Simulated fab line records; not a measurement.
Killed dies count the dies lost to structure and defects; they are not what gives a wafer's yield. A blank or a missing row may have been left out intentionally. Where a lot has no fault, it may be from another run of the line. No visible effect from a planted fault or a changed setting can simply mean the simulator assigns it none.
fab line records ; flow n5-finfet
record: lots: 10; wafers: 29; last-day: 18
route steps=1938 shown BEOL_M2@877 BEOL_M4@1111
lots that met no fault: from a run of the same line without faults
start-h: hours from the record's opening day to when the first of the lot's shown wafers began ; wait-h: how many hours have passed since the lot's step before this one ; " identical to the entry in the row above ; L1.1+2: one row covering several wafers at once ; - no value, or no start given ; * or withheld: withheld ; < > ~ a bound
route shown NAME@n: a module of which the file shows steps, and the number in the route of the first ; usual: mean/standard deviation taken from wafers without a fault ; same: alike in all rows ; chamber/n: place in a boat ; sites: per-site readings ; _std_site: standard deviation of those values ; _edge_site: outer sites' mean less inner sites' ; radius-mm: for every site, how far away it sits from the centre of the wafer ; mask NAME#n: copy n ; behind: the most recent tool/chamber to have shaped the wafer ; hold: why the lot went on hold/how many hours it stayed there/how the hold came to an end ; device: names the non-switching transistor (n, p or np) ; end of line: tests run on the same wafers once the route is complete ; step lacking rows: just its recipe ; killed: count of dies lost to structure and defects at first sort (not the wafer's yield) ; map: the dies of a wafer, with x for killed, . for not killed, _ for no die there
set.NAME: the setting the step ran with; set.NAME@STEP: the setting that earlier step ran with ; model.NAME: the simulator's own value behind a step, which no gauge read
steps of the route over a sample of lots; a table a step, a row a wafer
services: from which hour (start-h, from the record's first day; less than 0 if before it) a tool's chamber was out of use, for how many hours, and why
== steps ==
step: N5_BEOL_M2_OVL_MEAS_29
recipe: points-per-wafer: 522
usual: V1_OVL: 0.1/0.65
lot.wafer;tool;chamber;start-h;wait-h;V1_OVL[nm]
L516.1;overlay-01;0;139.40;0.0;0.0
L516.2;overlay-01;0;139.40;0.0;0.1
L516.3;overlay-01;0;139.40;0.0;0.6
L517.3;overlay-01;0;147.21;0.0;0.1
L517.4;overlay-01;0;147.21;0.0;0.2
L517.5;overlay-01;0;147.21;0.0;0.8
L519.2;overlay-02;0;159.70;0.0;-1.3
L519.3;overlay-02;0;159.70;0.0;-0.7
L519.4;overlay-02;0;159.70;0.0;-0.6
L520.2;overlay-01;0;171.24;0.0;0.2
L520.3;overlay-01;0;171.24;0.0;0.5
L520.4;overlay-01;0;171.24;0.0;1.2
L523.2;overlay-02;0;189.87;0.0;0.6
L523.3;overlay-02;0;189.87;0.0;0.1
L523.6;overlay-02;0;189.87;0.0;1.0
L524.3;overlay-01;0;199.83;0.0;1.5
L524.5;overlay-01;0;199.83;0.0;1.1
L524.6;overlay-01;0;199.83;0.0;1.6
L526.3;overlay-01;0;213.31;0.0;0.7
L526.4;overlay-01;0;213.31;0.0;-0.5
L526.5;overlay-01;0;213.31;0.0;0.6
L527.3;overlay-02;0;214.39;0.0;0.8
L527.4;overlay-02;0;214.39;0.0;0.6
L527.5;overlay-02;0;214.39;0.0;0.6
L536.1;overlay-01;0;290.26;0.0;0.3
L536.3;overlay-01;0;290.26;0.0;0.0
L537.2;overlay-02;0;294.75;0.0;-1.2
L537.4;overlay-02;0;294.75;0.0;-0.8
L537.5;overlay-02;0;294.75;0.0;-0.3
step: N5_BEOL_M2_ETCH_70
recipe: chemistry: N2/H2; target: SOC; target-depth-a: 800; overetch-a: 240; mask-material: SiARC; temp-c: 40; time-s: 130; ion-energy-ev: 200; pressure-mtorr: 30; source-w: 840; bias-w: 150; n2-flow-sccm: 200; h2-flow-sccm: 200
usual: bias-w: 150.0/0.42; drypump-motor-current-A: 5.6/0.44; oes-product-au: 0.60/0.06; rf-vpp-V: 524.4/1.9; showerhead-plenum-p-Torr: 2.56/0.072; throttle-valve-pct: 17.60/0.19
lot.wafer;tool;chamber;start-h;wait-h;bias-w;drypump-motor-current-A;oes-product-au;rf-hours-counter-h;rf-vpp-V;showerhead-plenum-p-Torr;throttle-valve-pct
L516.1;rie-diel-01;0;144.24;0.0;150.4;5.7;0.54;163;527.0;2.65;17.64
L516.2;rie-diel-01;3;144.24;0.0;150.1;4.8;0.59;82;525.5;2.57;17.51
L516.3;rie-diel-01;2;144.24;0.0;149.7;5.6;0.67;13;526.3;2.60;17.60
L517.3;rie-diel-02;2;150.23;0.0;149.7;6.2;0.68;14;522.9;2.50;17.31
L517.4;rie-diel-02;3;150.23;0.0;150.3;6.1;0.53;186;521.9;2.50;17.84
L517.5;rie-diel-02;3;150.23;0.0;150.1;6.1;0.54;-;523.4;2.50;17.84
L519.2;rie-diel-01;0;160.18;0.0;149.6;5.6;0.54;169;526.3;2.65;17.64
L519.3;rie-diel-01;2;160.18;0.0;150.3;5.6;0.66;19;524.7;2.59;17.63
L519.4;rie-diel-01;3;160.18;0.0;149.8;4.8;0.58;88;524.0;2.57;17.50
L520.2;rie-diel-02;0;174.37;0.0;150.0;6.2;0.67;16;521.3;2.47;17.80
L520.3;rie-diel-02;3;174.37;0.0;149.6;6.1;0.53;195;524.6;2.50;17.85
L520.4;rie-diel-02;2;174.37;0.0;150.2;6.2;0.66;23;521.8;2.49;17.31
L523.2;rie-diel-01;0;191.26;0.0;150.2;5.7;0.53;181;526.1;2.64;17.68
L523.3;rie-diel-01;3;191.26;0.0;150.0;4.8;0.58;99;523.7;2.57;17.51
L523.6;rie-diel-01;2;191.26;0.0;150.2;5.6;0.64;-;526.3;2.59;17.65
L524.3;rie-diel-01;2;201.72;0.0;137.7;5.6;0.65;34;498.0;2.59;17.64
L524.5;rie-diel-01;1;201.72;0.0;138.2;5.5;0.66;-;499.0;2.59;17.28
L524.6;rie-diel-01;2;201.72;0.0;137.6;5.6;0.64;-;497.0;2.59;17.65
L526.3;rie-diel-01;2;216.73;0.0;138.5;5.6;0.64;39;496.5;2.58;17.67
L526.4;rie-diel-01;0;216.73;0.0;137.4;5.7;0.53;190;498.4;2.64;17.71
L526.5;rie-diel-01;0;216.73;0.0;137.8;5.7;0.53;-;498.6;2.64;17.69
L527.3;rie-diel-01;2;217.82;0.0;137.5;5.6;0.63;40;496.2;2.58;17.66
L527.4;rie-diel-01;3;217.82;0.0;137.8;4.8;0.56;108;497.6;2.56;17.56
L527.5;rie-diel-01;3;217.82;0.0;137.3;4.8;0.57;-;495.8;2.56;17.54
L536.1;rie-diel-02;1;291.44;0.0;150.0;5.4;0.57;115;521.0;2.45;17.51
L536.3;rie-diel-02;3;291.44;0.0;151.0;6.1;0.50;236;522.4;2.48;17.93
L537.2;rie-diel-04;2;298.82;0.0;149.6;4.9;0.59;90;524.3;2.58;17.77
L537.4;rie-diel-04;0;298.82;0.0;150.4;5.9;0.63;-;524.2;2.46;17.63
L537.5;rie-diel-04;2;298.82;0.0;149.3;5.0;0.59;-;524.8;2.58;17.77
step: N5_BEOL_M2_TRENCH_ETCH_37
recipe: chemistry: C4F6/O2; target-depth-a: 555.55; target: SiOC; time-s: 29.2; ion-energy-ev: 250; pressure-mtorr: 30; source-w: 355; bias-w: 185; Ar_flow_sccm: 300; C4F6_flow_sccm: 10; O2_flow_sccm: 10
usual: bias-w: 185.0/0.57; drypump-motor-current-A: 5.6/0.44; oes-product-au: 0.82/0.085; rf-vpp-V: 676/24; showerhead-plenum-p-Torr: 2.87/0.077; throttle-valve-pct: 20.67/0.28
lot.wafer;tool;chamber;start-h;wait-h;bias-w;drypump-motor-current-A;oes-product-au;rf-hours-counter-h;rf-vpp-V;showerhead-plenum-p-Torr;throttle-valve-pct
L516.1;rie-diel-01;0;-;-;185.2;5.7;0.74;163;703;2.96;20.74
L516.2;rie-diel-01;3;-;-;185.8;4.8;0.79;82;637;2.87;20.42
L516.3;rie-diel-01;2;-;-;184.9;5.6;0.94;14;667;2.92;20.83
L517.3;rie-diel-02;2;-;-;185.2;6.2;0.91;14;703;2.80;20.34
L517.4;rie-diel-02;3;-;-;185.9;6.1;0.72;186;674;2.85;21.15
L517.5;rie-diel-02;3;-;-;184.7;6.1;0.72;-;673;2.85;21.16
L519.2;rie-diel-01;0;-;-;185.2;5.7;0.73;169;702;2.96;20.75
L519.3;rie-diel-01;2;-;-;184.6;5.6;0.93;20;666;2.92;20.84
L519.4;rie-diel-01;3;-;-;185.3;4.8;0.79;88;636;2.87;20.43
L520.2;rie-diel-02;0;-;-;184.9;6.2;0.94;16;666;2.77;20.91
L520.3;rie-diel-02;3;-;-;185.4;6.1;0.71;195;672;2.85;21.19
L520.4;rie-diel-02;2;-;-;184.1;6.2;0.88;23;704;2.80;20.37
L523.2;rie-diel-01;0;-;-;186.4;5.6;0.72;181;701;2.95;20.77
L523.3;rie-diel-01;3;-;-;184.9;4.8;0.78;99;638;2.87;20.43
L523.6;rie-diel-01;2;-;-;184.6;5.6;0.90;-;667;2.92;20.87
L524.3;rie-diel-01;2;-;-;185.3;5.6;0.89;35;665;2.92;20.86
L524.5;rie-diel-01;1;-;-;185.6;5.6;0.92;-;711;2.91;20.34
L524.6;rie-diel-01;2;-;-;185.3;5.6;0.91;-;666;2.91;20.86
L526.3;rie-diel-01;2;-;-;185.5;5.6;0.88;40;667;2.91;20.88
L526.4;rie-diel-01;0;-;-;185.5;5.7;0.72;190;702;2.95;20.77
L526.5;rie-diel-01;0;-;-;185.5;5.7;0.72;-;701;2.95;20.77
L527.3;rie-diel-01;2;-;-;185.4;5.6;0.88;40;665;2.91;20.87
L527.4;rie-diel-01;3;-;-;185.4;4.8;0.76;108;637;2.86;20.46
L527.5;rie-diel-01;3;-;-;184.5;4.8;0.77;-;636;2.86;20.44
L536.1;rie-diel-02;1;-;-;186.4;5.4;0.77;115;667;2.73;20.30
L536.3;rie-diel-02;3;-;-;184.4;6.1;0.68;236;672;2.83;21.24
L537.2;rie-diel-04;2;-;-;183.8;5.0;0.79;91;685;2.88;20.61
L537.4;rie-diel-04;0;-;-;185.7;5.8;0.86;-;680;2.76;20.75
L537.5;rie-diel-04;2;-;-;184.5;5.0;0.80;-;684;2.88;20.63
step: N5_BEOL_M2_OCD_MEAS_38
usual: trench-depth-nm: 55.5/1.3
lot.wafer;tool;chamber;start-h;wait-h;trench-depth-nm
L516.1;ocd-02;-;144.60;-;55.4
L516.2;ocd-02;-;144.60;-;53.8
L516.3;ocd-02;-;144.60;-;57.6
L517.3;ocd-01;-;150.59;-;55.2
L517.4;ocd-01;-;150.59;-;54.6
L517.5;ocd-01;-;150.59;-;54.9
L519.2;ocd-01;-;160.54;-;56.1
L519.3;ocd-01;-;160.54;-;58.2
L519.4;ocd-01;-;160.54;-;55.4
L520.2;ocd-02;-;174.73;-;57.4
L520.3;ocd-02;-;174.73;-;54.3
L520.4;ocd-02;-;174.73;-;54.4
L523.2;ocd-01;-;191.62;-;54.7
L523.3;ocd-01;-;191.62;-;54.1
L523.6;ocd-01;-;191.62;-;57.3
L524.3;ocd-01;-;202.08;-;57.8
L524.5;ocd-01;-;202.08;-;56.9
L524.6;ocd-01;-;202.08;-;57.9
L526.3;ocd-02;-;217.10;-;56.5
L526.4;ocd-02;-;217.10;-;54.7
L526.5;ocd-02;-;217.10;-;55.0
L527.3;ocd-02;-;218.18;-;57.4
L527.4;ocd-02;-;218.18;-;54.8
L527.5;ocd-02;-;218.18;-;55.0
L536.1;ocd-01;-;291.80;-;54.6
L536.3;ocd-01;-;291.80;-;54.6
L537.2;ocd-02;-;299.18;-;55.6
L537.4;ocd-02;-;299.18;-;54.3
L537.5;ocd-02;-;299.18;-;55.4
step: N5_BEOL_M4_RC_MEAS_101
usual: DIBL_N: 36.2/2.2; DIBL_P: 36.5/3; IOFF_N: 0.16/0.039; IOFF_P: 0.22/0.047; ION_N: 675/15; ION_P: 463/10; SS_N: 71.6/0.71; SS_P: 73.4/0.94; VT_N: 250/3.6; VT_P: -250/3.9
lot.wafer;tool;chamber;start-h;wait-h;DIBL_N[mV/V];DIBL_P[mV/V];IOFF_N[nA/um];IOFF_P[nA/um];ION_N[uA/um];ION_P[uA/um];SS_N[mV/dec];SS_P[mV/dec];VT_N[mV];VT_P[mV]
L516.1;prober-02;0;169.20;0.0;35.0;34.9;0.13;0.22;644;451;71.5;73.5;255;-250
L516.2;prober-02;0;169.20;0.0;34.3;32.9;0.11;0.16;654;455;70.7;72.8;255;-253
L516.3;prober-02;0;169.20;0.0;33.8;33.2;0.13;0.18;670;464;70.5;73.0;250;-250
L517.3;prober-02;0;175.91;0.3;35.7;35.8;0.14;0.18;669;452;71.3;74.0;251;-253
L517.4;prober-02;0;175.91;0.3;41.1;42.1;0.26;0.29;694;470;73.5;75.4;245;-249
L517.5;prober-02;0;175.91;0.3;35.3;35.4;0.14;0.18;658;455;71.3;73.2;252;-255
L519.2;prober-01;0;189.36;0.2;38.5;39.0;0.20;0.28;687;476;72.4;73.7;247;-245
L519.3;prober-01;0;189.36;0.2;35.3;35.3;0.14;0.23;662;462;70.6;73.4;249;-245
L519.4;prober-01;0;189.36;0.2;37.7;37.4;0.18;0.25;690;473;71.3;72.9;246;-245
L520.2;prober-02;0;200.96;0.2;35.2;36.0;0.16;0.22;676;464;71.9;74.0;249;-249
L520.3;prober-02;0;200.96;0.2;34.7;34.5;0.15;0.19;674;457;71.3;73.0;250;-249
L520.4;prober-02;0;200.96;0.2;38.8;40.0;0.24;0.31;690;474;73.3;75.5;243;-246
L523.2;prober-02;0;223.02;0.2;40.5;43.2;0.26;0.26;697;459;72.7;74.4;244;-251
L523.3;prober-02;0;223.02;0.2;36.6;39.1;0.15;0.20;676;455;71.8;74.3;252;-254
L523.6;prober-02;0;223.02;0.2;38.3;40.2;0.21;0.20;686;452;71.9;73.9;246;-253
L524.3;prober-02;0;227.28;0.3;37.8;41.4;0.19;0.29;672;471;72.0;73.6;249;-245
L524.5;prober-02;0;227.28;0.3;32.0;33.5;0.10;0.17;647;454;69.9;72.1;255;-251
L524.6;prober-02;0;227.28;0.3;40.5;43.5;0.27;0.34;697;479;72.3;75.5;242;-242
L526.3;prober-02;0;248.58;0.3;37.4;38.3;0.19;0.28;672;466;72.0;74.1;249;-246
L526.4;prober-02;0;248.58;0.3;36.6;35.0;0.16;0.21;664;459;71.3;73.4;251;-250
L526.5;prober-02;0;248.58;0.3;35.1;35.2;0.15;0.21;671;469;71.8;73.5;251;-249
L527.3;prober-02;0;256.66;0.3;35.9;35.5;0.14;0.19;686;468;71.3;72.7;249;-251
L527.4;prober-02;0;256.66;0.3;41.9;41.5;0.26;0.29;690;470;73.5;74.6;243;-248
L527.5;prober-02;0;256.66;0.3;36.9;35.8;0.15;0.19;685;461;71.1;73.0;253;-253
L536.1;prober-02;0;317.23;0.0;42.3;42.9;0.26;0.34;684;467;72.5;76.7;247;-246
L536.3;prober-02;0;317.23;0.0;34.6;33.3;0.12;0.16;661;457;70.7;73.3;254;-255
L537.2;prober-01;0;321.09;0.2;34.2;36.4;0.15;0.21;678;460;71.5;74.1;248;-249
L537.4;prober-01;0;321.09;0.2;36.0;37.1;0.18;0.22;682;462;71.9;73.2;246;-250
L537.5;prober-01;0;321.09;0.2;32.6;33.2;0.12;0.17;665;457;71.3;72.6;251;-254
== services ==
tool;chamber;start-h;hours;kind
rie-diel-01;1;139.95;-;clean
rie-diel-01;1;139.95;-;consumable-replace:focus-ring
rie-diel-01;1;139.95;16.9;scheduled-down
rie-diel-01;1;139.95;16.9;vent-cycle
rie-diel-04;0;165.14;-;clean
rie-diel-04;0;165.14;-;consumable-replace:focus-ring
rie-diel-04;0;165.14;17.2;scheduled-down
rie-diel-04;0;165.14;17.2;vent-cycle
rie-diel-04;1;173.76;7.8;repair
rie-diel-04;3;182.36;-;clean
rie-diel-04;3;182.36;-;consumable-replace:focus-ring
rie-diel-04;3;182.36;21.1;scheduled-down
rie-diel-04;3;182.36;21.1;vent-cycle
rie-diel-02;2;220.06;5.1;repair
rie-diel-02;-;236.00;4.0;repair
rie-diel-04;-;260.98;14.6;pm
rie-diel-04;3;277.80;22.7;repair
rie-diel-04;-;278.13;2.0;repair
== key ==
first-sign: step: N5_BEOL_M2_ETCH_70; reading: bias-w; direction: down; sigmas: 29; usual: *; struck: *
effect: step: N5_BEOL_M2_ETCH_70; reading: rf-vpp-V; direction: down; sigmas: 14; usual: 524.4; struck: 497.5
met-at N5_BEOL_M2_ETCH_70
struck-lots L524,L526,L527
baseline-loss: step: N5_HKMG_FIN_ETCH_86; wafers: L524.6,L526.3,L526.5
not-acting-at N5_BEOL_M2_OVL_MEAS_29,N5_BEOL_M2_TRENCH_ETCH_37,N5_BEOL_M2_OCD_MEAS_38
onset-between 191.26 201.72
fault: kind: process-parameter-drift; tool: rie-diel-01; chamber: -; onset-h: 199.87; steps: N5_BEOL_M2_ETCH_70; channel: bias-w; offset: *; shape: step; end-h: 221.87; acts-in: *; stated: *
baseline-loss: these wafers lose ten dies or more at that step, a loss of the line's own and not of a fault; the sort's usual values leave them out
